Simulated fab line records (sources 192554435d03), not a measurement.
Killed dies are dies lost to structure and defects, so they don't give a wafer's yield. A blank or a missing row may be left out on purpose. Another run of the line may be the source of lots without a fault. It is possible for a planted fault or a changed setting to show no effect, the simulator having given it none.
fab line records :: flow n5Finfet
[record]
  lots = 3
  wafers = 9
  lastDay = 20
route steps=1938 shown SDB@374 DUMMY_REMOVAL@377 HKMG_FIN@385 BEOL_M4@1111 PASSIVATION@1936
lots that met no fault: taken from a fault-free run of the same line
startH: the number of hours between the record's first day and the start of the first shown wafer of the lot :: waitH: hours since the lot's step before :: " same as the row above :: L1.1+2: a single row standing in for several wafers :: - no value, or no start given :: * or withheld: withheld :: < > ~ a bound
route shown NAME@n: names a module that has steps shown in the file, with the first one's number in the route :: usual: the fault-free wafers' mean and standard deviation :: same: alike in all rows :: chamber/n: place in a boat :: sites: per-site readings :: _std_site: the values' standard deviation :: _edge_site: the outer-site mean with the inner-site mean subtracted :: radiusMm: for every site, how far away it sits from the centre of the wafer :: mask NAME#n: copy n :: behind: the tool/chamber that last shaped the wafer :: hold: reason for holding the lot/hours on hold/outcome of the hold :: device: the transistor (n, p or np) that didn't switch :: end of line: at the end of the route, the tests of the same wafers :: step lacking rows: just its recipe :: killed: the dies lost at the first sort to structure and to defects; this is not the yield of the wafer :: map: a wafer's dies, x killed, . not, _ none there
set.NAME: the run value of the setting; set.NAME@STEP: its run value at that earlier step :: model.NAME: the simulator's own value behind a step, which no gauge read
certain route steps with their lots: each step a table, each wafer a row
services: when a tool's chamber went out of use (startH, in hours from the record's first day, below 0 if earlier), for how many hours, and the reason
[[steps]]
[step N5_SDB_CMP_30]
[recipe]
  stopOn = poly-Si
  tOverpolishS = 1.54
  postCmpClean = alkalineBrush
  downForcePsi = 4.1491
  platenRpm = 51.796
  padVelocityMS = 1.0306
  targetThkNm = 30
[step N5_DUMMY_REMOVAL_HM_STRIP_01]
[recipe]
  chemistry = CH3F/O2
  material = SiNx
  targetDepthA = 40
  stopOn = poly-Si
  timeS = 6.8
  overEtchFrac = 0.3
  ionEnergyEv = 60
  powerW = 410
  biasW = 29
  Ar_flow_sccm = 150
  CH3F_flow_sccm = 30
  O2_flow_sccm = 20
[step N5_DUMMY_REMOVAL_STRIP_10]
[recipe]
  chemistry = N2/H2
  timeS = 40
  powerW = 100
  tempC = 40
  pressureMtorr = 100
  rfFrequencyHz = 6e+07
  biasPowerW = 3
  n2FlowSccm = 300
  h2FlowSccm = 300
[step N5_DUMMY_REMOVAL_PRECLEAN_07]
[recipe]
  chemistry = dHF
  timeS = 30
  tempC = 25
  dilution = withheld
[step N5_DUMMY_REMOVAL_DUMMY_REMOVE_02]
[recipe]
  chemistry = TMAH
  tempC = 70
  target = poly-Si
  stopOn = SiO2
  targetDepthNm = 142
  concWtPct = 5
  timeS = 57
  dry = ipaMarangoni
  rinseTimeS = 30
  rinseTempC = 23
[step N5_DUMMY_REMOVAL_PRECLEAN_08]
[recipe]
  chemistry = NF3:NH3
  afsCycles = 2
  tempC = 30
  timeS = 20
  sublimationTempC = 180
  sublimationTimeS = 60
  pressureTorr = 3
  rfPowerW = 30
[step N5_DUMMY_REMOVAL_PRECLEAN_04]
[recipe]
  chemistry = DHF
  timeS = 37
  tempC = 25
  dilution = 500:1
[step N5_DUMMY_REMOVAL_SRD_05]
[recipe]
  dry = ipaMarangoni
  doPpb = 5
  timeS = 30
  tempC = 23
  rinseLiquid = diw
[step N5_HKMG_FIN_IL_REGROW_00]
[recipe]
  material = SiO2
  targetThkA = 7.5
  chemistry = O3
  tempC = withheld
  timeS = 30
[step N5_HKMG_FIN_HK_ALD_01]
[recipe]
  material = HfO2
  targetThkA = 16
  tempC = withheld
  aldPrecursorFamily = HfCl4
  aldCoReactant = H2O
  pulseTimeS = 3
  purgeTimeS = 3
  coReactantPurgeTimeS = 2.5
  coReactantPulseTimeS = 0.3
  aldCycles = 30
[usual]
  aldCycles = 30/0
  precursorPulseHeightRel = 0.999/0.02
lot.wafer: L830.4
tool: aldHk-01
chamber: 1
startH: 135.84
waitH: 0.0
aldCycles: 30
precursorPulseHeightRel: 1.020
model.HfO2_of_HKMG_FIN_HK_ALD_01.thkNm: 1.6

lot.wafer: L830.5
tool: aldHk-01
chamber: 1
startH: 135.84
waitH: 0.0
aldCycles: 30
precursorPulseHeightRel: 1.019
model.HfO2_of_HKMG_FIN_HK_ALD_01.thkNm: 1.6

lot.wafer: L830.6
tool: aldHk-01
chamber: 0
startH: 135.84
waitH: 0.0
aldCycles: 30
precursorPulseHeightRel: 0.977
model.HfO2_of_HKMG_FIN_HK_ALD_01.thkNm: 1.6

lot.wafer: L836.3
tool: aldHk-01
chamber: 0
startH: 170.27
waitH: 0.0
aldCycles: 30
precursorPulseHeightRel: 0.997
model.HfO2_of_HKMG_FIN_HK_ALD_01.thkNm: 1.6

lot.wafer: L836.5
tool: aldHk-01
chamber: 0
startH: 170.27
waitH: 0.0
aldCycles: 48
precursorPulseHeightRel: 1.024
model.HfO2_of_HKMG_FIN_HK_ALD_01.thkNm: 2.6

lot.wafer: L836.6
tool: aldHk-01
chamber: 1
startH: 170.27
waitH: 0.0
aldCycles: 30
precursorPulseHeightRel: 0.990
model.HfO2_of_HKMG_FIN_HK_ALD_01.thkNm: 1.6

lot.wafer: L842.3
tool: aldHk-03
chamber: 1
startH: 208.95
waitH: 0.0
aldCycles: 30
precursorPulseHeightRel: 0.979
model.HfO2_of_HKMG_FIN_HK_ALD_01.thkNm: 1.6

lot.wafer: L842.5
tool: aldHk-03
chamber: 3
startH: 208.95
waitH: 0.0
aldCycles: 30
precursorPulseHeightRel: 0.986
model.HfO2_of_HKMG_FIN_HK_ALD_01.thkNm: 1.6

lot.wafer: L842.6
tool: aldHk-03
chamber: 0
startH: 208.95
waitH: 0.0
aldCycles: 30
precursorPulseHeightRel: 0.980
model.HfO2_of_HKMG_FIN_HK_ALD_01.thkNm: 1.6
[step N5_HKMG_FIN_HK_ANNEAL_02]
[recipe]
  tempC = 700
  timeS = 30
  ambient = N2
  idleTempC = 600
  rampUpCPerS = 150
  rampDownCPerS = 60
  coolToC = 600
[step N5_HKMG_FIN_ALD_74]
[recipe]
  material = La2O3
  targetThkA = 5
  tempC = 250
  aldPrecursorFamily = La-Cp
  aldCoReactant = O3
  pulseTimeS = 6
  coReactantPulseTimeS = 1
  purgeTimeS = 3
  coReactantPurgeTimeS = 3
[step N5_HKMG_FIN_ALD_75]
[recipe]
  material = Al2O3
  targetThkA = 10
  tempC = 150
  aldPrecursorFamily = TMA
  aldCoReactant = H2O
  pulseTimeS = withheld
  coReactantPulseTimeS = 1
[step N5_HKMG_FIN_COAT_41]
[recipe]
  resist = SOC
  tempC = 250
  timeS = 60
  spinRpm = 1500
  resistThkNm = 300
[step N5_HKMG_FIN_COAT_42]
[recipe]
  resist = SiARC
  tempC = 220
  timeS = 60
  spinRpm = 1500
  resistThkNm = 35
[step N5_HKMG_FIN_COAT_43]
[recipe]
  resist = CAR-ArF
  spinRpm = 1500
  resistThkNm = 90
[step N5_HKMG_FIN_EBR_45]
[recipe]
  solvent = PGMEA
  ebrWidthMm = 1.5
[step N5_HKMG_FIN_SOFTBAKE_44]
[recipe]
  tempC = 110
  timeS = 60
  resist = CAR-ArF
[step N5_HKMG_FIN_EXPOSE_46]
[recipe]
  maskId = NDIPOLE
  na = 1.35
  sourceShape = conventional
  sigmaOuter = 0.8
  polarization = unpolarized
  doseMj = 40
[step N5_HKMG_FIN_PEB_47]
[recipe]
  pebTempC = withheld
  pebTimeS = 60
  resist = CAR-ArF
[step N5_HKMG_FIN_DEVELOP_48]
[recipe]
  developTimeS = 30
  developer = TMAH
  resist = CAR-ArF
  rinseLiquid = diw
  dry = airSpin
  devTempC = 23
[step N5_HKMG_FIN_DESCUM_53]
[recipe]
  chemistry = O2
  timeS = 7.9
  sourcePowerW = 50
  biasPowerW = 20
  pressureMtorr = 20
  rfFrequencyHz = 2.712e+07
  tempC = 40
  resist = CAR-ArF
  o2FlowSccm = 225
[step N5_HKMG_FIN_ETCH_54]
[recipe]
  chemistry = CF4
  target = SiARC
  targetDepthA = 455
  maskMaterial = CAR-ArF
  timeS = 75.8
  ionEnergyEv = 80
  pressureMtorr = 40
  sourceW = 545
  biasW = 36
  Ar_flow_sccm = 100
  cf4FlowSccm = 100
  ends = cleared
[step N5_HKMG_FIN_ETCH_55]
[recipe]
  chemistry = N2/H2
  target = SOC
  targetDepthA = 2400
  tempC = 40
  timeS = 300
  ionEnergyEv = 200
  maskMaterial = SiARC
  pressureMtorr = 30
  sourceW = 840
  biasW = 150
  n2FlowSccm = 200
  h2FlowSccm = 200
[step N5_HKMG_FIN_STRIP_56]
[recipe]
  chemistry = N2/H2
  tempC = 40
  n2FlowSccm = 200
  h2FlowSccm = 200
  rfFrequencyHz = 6e+07
[step N5_HKMG_FIN_STRIP_57]
[recipe]
  chemistry = CF4
  resist = SiARC
  powerW = 300
  biasPowerW = 75
  pressureMtorr = 50
  cf4FlowSccm = 150
  rfFrequencyHz = 6e+07
[step N5_HKMG_FIN_ETCH_58]
[recipe]
  chemistry = N2/H2
  target = SOC
  targetDepthA = 2158
  ionEnergyEv = 50
  biasW = 13
  timeS = 741
  pressureMtorr = 30
  sourceW = 875
  n2FlowSccm = 200
  h2FlowSccm = 200
[step N5_HKMG_FIN_STRIP_93]
[recipe]
  chemistry = N2/H2
  material = SOC
  timeS = 20
  powerW = 500
  tempC = 40
  pressureMtorr = 50
  rfFrequencyHz = 6e+07
  biasPowerW = 8
  h2Frac = 0.5
  n2FlowSccm = 300
  h2FlowSccm = 300
[step N5_HKMG_FIN_WET_ETCH_76]
[recipe]
  chemistry = dNH4OH
  mix = 1:50
  tempC = 25
  target = Al2O3
  stopOn = La2O3
  targetDepthNm = 2.25
  dry = ipaMarangoni
  rinseTimeS = 30
  rinseTempC = 23
[step N5_HKMG_FIN_STRIP_60]
[recipe]
  chemistry = N2/H2
  powerW = 2500
  tempC = 300
  h2Frac = 0.65
  timeS = 360
  pressureMtorr = withheld
  n2FlowSccm = 1750
  h2FlowSccm = 3250
[step N5_HKMG_FIN_WET_ETCH_77]
[recipe]
  chemistry = dHCl
  mix = 1:10000
  tempC = 25
  target = La2O3
  stopOn = HfO2
  targetDepthNm = 2
[step N5_HKMG_FIN_WET_ETCH_78]
[recipe]
  chemistry = dNH4OH
  mix = 1:50
  tempC = 25
  target = Al2O3
  stopOn = La2O3
  targetDepthNm = 4.5
  dry = ipaMarangoni
  rinseTimeS = 30
  rinseTempC = 23
[step N5_HKMG_FIN_ALD_79]
[recipe]
  material = TiN
  targetThkA = 15
  tempC = 400
  aldPrecursorFamily = TiCl4
  aldCoReactant = NH3
  pulseTimeS = 1
  purgeTimeS = 3
  coReactantPurgeTimeS = 2
  coReactantPulseTimeS = 2
  aldCycles = 68
  pressureTorr = 3
[step N5_HKMG_FIN_CVD_62]
[recipe]
  material = a-Si
  targetThkA = 30
  tempC = 500
  precursor = Si2H6
  pressureTorr = 1
  timeS = 20.8
[step N5_HKMG_FIN_RTA_80]
[recipe]
  tempC = withheld
  timeS = 2
  ambient = N2
  idleTempC = 600
  rampUpCPerS = 150
  rampDownCPerS = 60
  coolToC = 600
[step N5_HKMG_FIN_PRECLEAN_64]
[recipe]
  chemistry = dHF
  timeS = 30
  tempC = 25
  dilution = withheld
[step N5_HKMG_FIN_THK_MEAS_70]
[recipe]
  thkMeasGauge = xrf
  reads = HfO2_of_HKMG_FIN_HK_ALD_01
[usual]
  HK_THK = 1.621/0.02
lot.wafer: L830.4
tool: filmMetro-01
chamber: -
startH: 139.16
waitH: 0.2
HK_THK[nm]: 1.617

lot.wafer: L830.5
tool: filmMetro-01
chamber: -
startH: 139.16
waitH: 0.2
HK_THK[nm]: 1.594

lot.wafer: L830.6
tool: filmMetro-01
chamber: -
startH: 139.16
waitH: 0.2
HK_THK[nm]: 1.613

lot.wafer: L836.3
tool: filmMetro-01
chamber: -
startH: 173.99
waitH: 0.2
HK_THK[nm]: 1.635

lot.wafer: L836.5
tool: filmMetro-01
chamber: -
startH: 173.99
waitH: 0.2
HK_THK[nm]: 2.637

lot.wafer: L836.6
tool: filmMetro-01
chamber: -
startH: 173.99
waitH: 0.2
HK_THK[nm]: 1.644

lot.wafer: L842.3
tool: filmMetro-01
chamber: -
startH: 212.54
waitH: 0.2
HK_THK[nm]: 1.618

lot.wafer: L842.5
tool: filmMetro-01
chamber: -
startH: 212.54
waitH: 0.2
HK_THK[nm]: 1.641

lot.wafer: L842.6
tool: filmMetro-01
chamber: -
startH: 212.54
waitH: 0.2
HK_THK[nm]: 1.632
[step N5_BEOL_M4_RC_MEAS_101]
[usual]
  DIBL_N = 37.1/2.6
  DIBL_P = 38/3
  EOT_N = 10.48/0.11
  EOT_P = 10.43/0.11
  IGATE_N = 0.0140/0.0027
  IGATE_P = 0.0042/0.00081
  IOFF_N = 0.18/0.052
  IOFF_P = 0.25/0.06
  ION_N = 678/15
  ION_P = 467/8.6
  SS_N = 71.7/0.73
  SS_P = 73.7/0.89
  VT_N = 249/4.3
  VT_P = -248/3.8
lot.wafer: L830.4
tool: prober-02
chamber: 0
startH: 294.82
waitH: 0.5
DIBL_N[mV/V]: 28.1
DIBL_P[mV/V]: 29
EOT_N: 10.41
EOT_P: 10.35
IGATE_N[nA/um]: 0.0148
IGATE_P[nA/um]: 0.0045
IOFF_N[nA/um]: 0.07
IOFF_P[nA/um]: 0.12
ION_N[uA/um]: 629
ION_P[uA/um]: 443
SS_N[mV/dec]: 69.9
SS_P[mV/dec]: 71.6
VT_N[mV]: 261
VT_P[mV]: -260

lot.wafer: L830.5
tool: prober-02
chamber: 0
startH: 294.82
waitH: 0.5
DIBL_N[mV/V]: 37.7
DIBL_P[mV/V]: 40
EOT_N: 10.51
EOT_P: 10.42
IGATE_N[nA/um]: 0.0164
IGATE_P[nA/um]: 0.0050
IOFF_N[nA/um]: 0.20
IOFF_P[nA/um]: 0.28
ION_N[uA/um]: 686
ION_P[uA/um]: 476
SS_N[mV/dec]: 71.9
SS_P[mV/dec]: 74.0
VT_N[mV]: 246
VT_P[mV]: -247

lot.wafer: L830.6
tool: prober-02
chamber: 0
startH: 294.82
waitH: 0.5
DIBL_N[mV/V]: 33.8
DIBL_P[mV/V]: 34
EOT_N: 10.48
EOT_P: 10.62
IGATE_N[nA/um]: 0.0118
IGATE_P[nA/um]: 0.0036
IOFF_N[nA/um]: 0.12
IOFF_P[nA/um]: 0.16
ION_N[uA/um]: 644
ION_P[uA/um]: 448
SS_N[mV/dec]: 71.4
SS_P[mV/dec]: 72.5
VT_N[mV]: 255
VT_P[mV]: -254

lot.wafer: L836.3
tool: prober-02
chamber: 0
startH: 327.20
waitH: 0.3
DIBL_N[mV/V]: 38.7
DIBL_P[mV/V]: 40
EOT_N: 10.48
EOT_P: 10.46
IGATE_N[nA/um]: 0.0131
IGATE_P[nA/um]: 0.0040
IOFF_N[nA/um]: 0.19
IOFF_P[nA/um]: 0.30
ION_N[uA/um]: 681
ION_P[uA/um]: 474
SS_N[mV/dec]: 71.1
SS_P[mV/dec]: 74.3
VT_N[mV]: 249
VT_P[mV]: -244

lot.wafer: L836.5
tool: prober-02
chamber: 0
startH: 327.20
waitH: 0.3
DIBL_N[mV/V]: 41.5
DIBL_P[mV/V]: 42
EOT_N: 12.37
EOT_P: 12.30
IGATE_N[nA/um]: 0.0000
IGATE_P[nA/um]: 0.0000
IOFF_N[nA/um]: 0.26
IOFF_P[nA/um]: 0.37
ION_N[uA/um]: 661
ION_P[uA/um]: 455
SS_N[mV/dec]: 72.3
SS_P[mV/dec]: 74.5
VT_N[mV]: 244
VT_P[mV]: -239

lot.wafer: L836.6
tool: prober-02
chamber: 0
startH: 327.20
waitH: 0.3
DIBL_N[mV/V]: 40.8
DIBL_P[mV/V]: 43
EOT_N: 10.53
EOT_P: 10.40
IGATE_N[nA/um]: 0.0139
IGATE_P[nA/um]: 0.0043
IOFF_N[nA/um]: 0.24
IOFF_P[nA/um]: 0.39
ION_N[uA/um]: 687
ION_P[uA/um]: 477
SS_N[mV/dec]: 72.3
SS_P[mV/dec]: 74.8
VT_N[mV]: 243
VT_P[mV]: -239

lot.wafer: L842.3
tool: prober-02
chamber: 0
startH: 375.66
waitH: 0.3
DIBL_N[mV/V]: 38.1
DIBL_P[mV/V]: 39
EOT_N: 10.40
EOT_P: 10.41
IGATE_N[nA/um]: 0.0156
IGATE_P[nA/um]: 0.0046
IOFF_N[nA/um]: 0.22
IOFF_P[nA/um]: 0.27
ION_N[uA/um]: 683
ION_P[uA/um]: 469
SS_N[mV/dec]: 72.4
SS_P[mV/dec]: 74.3
VT_N[mV]: 245
VT_P[mV]: -249

lot.wafer: L842.5
tool: prober-02
chamber: 0
startH: 375.66
waitH: 0.3
DIBL_N[mV/V]: 37.7
DIBL_P[mV/V]: 40
EOT_N: 10.45
EOT_P: 10.30
IGATE_N[nA/um]: 0.0140
IGATE_P[nA/um]: 0.0041
IOFF_N[nA/um]: 0.22
IOFF_P[nA/um]: 0.29
ION_N[uA/um]: 690
ION_P[uA/um]: 468
SS_N[mV/dec]: 72.2
SS_P[mV/dec]: 74.0
VT_N[mV]: 245
VT_P[mV]: -247

lot.wafer: L842.6
tool: prober-02
chamber: 0
startH: 375.66
waitH: 0.3
DIBL_N[mV/V]: 40.0
DIBL_P[mV/V]: 42
EOT_N: 10.50
EOT_P: 10.46
IGATE_N[nA/um]: 0.0131
IGATE_P[nA/um]: 0.0039
IOFF_N[nA/um]: 0.27
IOFF_P[nA/um]: 0.34
ION_N[uA/um]: 699
ION_P[uA/um]: 472
SS_N[mV/dec]: 72.8
SS_P[mV/dec]: 74.7
VT_N[mV]: 242
VT_P[mV]: -242
[step N5_PASSIVATION_PROBE_49]
[usual]
  defectLimitedYield = 91.4/1.4
  killed_at_M0_to_M3 = 34/9.1
  killed_at_M4_up = 14/5.2
  killedAtContacts = 12/6.4
  killedAtFrontEnd = 38/11
  killedAtOther = 3.7/2.8
  killedDies = 102/17
  killedOpen = 68/13
  killedShort = 32/7.8
  sort_bin_4_leakage = 0.05/0.3
  sort_bin_5_function = 5.1/1
  sort_bin_6_memory = 3.2/0.66
  sort_bin_8_speed = 0.1/0.92
  sortNPass = 1076/19
  sortYieldPct = 91.2/1.6
[same]
  grossDies = 1180
  killedAtBackSide = 0
lot.wafer: L836.5
tool: prober-01
chamber: -
startH: 436.31
waitH: 0.2
defectLimitedYield[%]: 89.2
killed_at_M0_to_M3: 34
killed_at_M4_up: 15
killedAtContacts: 6
killedAtFrontEnd: 69
killedAtOther: 3
killedDies: 127
killedOpen: 80
killedShort: 46
sort_bin_4_leakage[%]: 0.17
sort_bin_5_function[%]: 5.6
sort_bin_6_memory[%]: 4.9
sort_bin_8_speed[%]: 0
sortNPass: 1051
sortYieldPct[%]: 89.1
// killed by level:class
L836.5 FIN_SAQP:geometricParticle:open=19 FIN_SAQP:geometricParticle:short=13 STI_FIN_REVEAL:geometricParticle:open=10 BEOL_M3:geometricParticle:open=9 STARTING-WAFER:geometricParticle:short=6 BEOL_M0_SAQP:geometricParticle:open=5 MOL_CONTACT_COAG:geometricParticle:open=5 BEOL_M0_SAQP:geometricParticle:short=5
[[services]]
tool: aldHk-03
chamber: -
startH: 180.39
hours: 2.8
kind: pm
[[key]]
[firstSign]
  step = N5_HKMG_FIN_HK_ALD_01
  reading = aldCycles
  direction = up
  sigmas = 99+
  usual = *
  struck = *
[effect]
  step = N5_HKMG_FIN_THK_MEAS_70
  reading = HK_THK
  direction = up
  sigmas = 50
  usual = 1.621
  struck = 2.637
[effect]
  step = N5_BEOL_M4_RC_MEAS_101
  reading = EOT_P
  direction = up
  sigmas = 17
  usual = 10.43
  struck = 12.30
[effect]
  step = N5_BEOL_M4_RC_MEAS_101
  reading = EOT_N
  direction = up
  sigmas = 17
  usual = 10.48
  struck = 12.37
[effect]
  step = N5_BEOL_M4_RC_MEAS_101
  reading = IGATE_N
  direction = down
  sigmas = 5.3
  usual = 0.0140
  struck = 0.0000
[effect]
  step = N5_BEOL_M4_RC_MEAS_101
  reading = IGATE_P
  direction = down
  sigmas = 5.2
  usual = 0.0042
  struck = 0.0000
[modelEffect]
  step = N5_HKMG_FIN_HK_ALD_01
  value = HfO2_of_HKMG_FIN_HK_ALD_01.thkNm
  without = 1.6
  struck = 2.6
metAt N5_HKMG_FIN_HK_ALD_01
struckWafers L836.5
onsetBetween 135.84 170.27
[fault]
  kind = processParameterDrift
  tool = aldHk-01
  chamber = -
  onsetH = 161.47
  steps = N5_HKMG_FIN_HK_ALD_01
  channel = aldCycles
  offset = *
  shape = step
  endH = 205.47
  scope = struckWafersOnly
  actsIn = *
  stated = *
